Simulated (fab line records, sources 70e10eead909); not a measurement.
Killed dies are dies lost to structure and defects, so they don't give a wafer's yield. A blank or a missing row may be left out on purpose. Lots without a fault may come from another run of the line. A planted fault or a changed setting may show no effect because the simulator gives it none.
Chamber matching | flow nand_harc | NHARC_A_CHANNEL_FILL_D1_CMP_10 on cmp-02: 4 sister chambers
The step polishes, target thk 150 nm. 8 wafers are shown with their chamber, then 10 later ones without.

WAFERS WITH THEIR CHAMBER
wafer  | chamber | motor_current_A (A) | time_to_endpoint_s (s)
L082.2 | 1       | 11.1                | 16.4
L082.4 | 3       | 10.7                | 14.0
L083.2 | 2       | 10.3                | 14.6
L084.1 | 1       | 11.4                | 15.8
L084.2 | 0       | 13.7                | 13.4
L084.4 | 3       | 10.8                | 13.6
L086.2 | 2       | 10.5                | 15.3
L086.4 | 0       | 13.9                | 17.9

WAFERS WITHOUT THEIR CHAMBER
wafer  | motor_current_A (A) | time_to_endpoint_s (s)
L086.5 | 10.9                | 17.9
L087.1 | 10.7                | 14.4
L087.2 | 13.3                | 12.4
L087.3 | 10.2                | 13.8
L093.2 | 13.3                | 10.8
L093.3 | 10.5                | 12.7
L093.5 | 11.1                | 14.5
L096.2 | 10.8                | 14.9
L096.3 | 13.8                | 13.7
L096.6 | 11.8                | 13.7

WHICH CHAMBER EACH WENT THROUGH
wafer  | from the rows above          | in truth
L086.5 | can't be placed: 1 or 3 or 2 | 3
L087.1 | can't be placed: 3 or 2      | 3
L087.2 | 0                            | 0
L087.3 | 2                            | 2
L093.2 | 0                            | 0
L093.3 | can't be placed: 2 or 3      | 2
L093.5 | can't be placed: 1 or 3      | 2
L096.2 | can't be placed: 3 or 2      | 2
L096.3 | 0                            | 0
L096.6 | 1                            | 1
Placed correctly: 5 of 10. Can't be placed from these rows: 5 (the true chamber is among the candidates in 4). Placed wrongly: 0.
How it was worked out, from the rows above alone: a wafer's distance from a chamber is the root of the sum, over the readings, of the square of ((its reading less the chamber's mean) divided by the reading's scatter). The wafer belongs to the nearest chamber; if the next one is less than 2 further off, it can't be placed. A chamber's mean is the mean of its shown wafers. The scatter: the root of (the sum of the squares of (reading less its chamber's mean) over the shown wafers, divided by (wafers less chambers)).
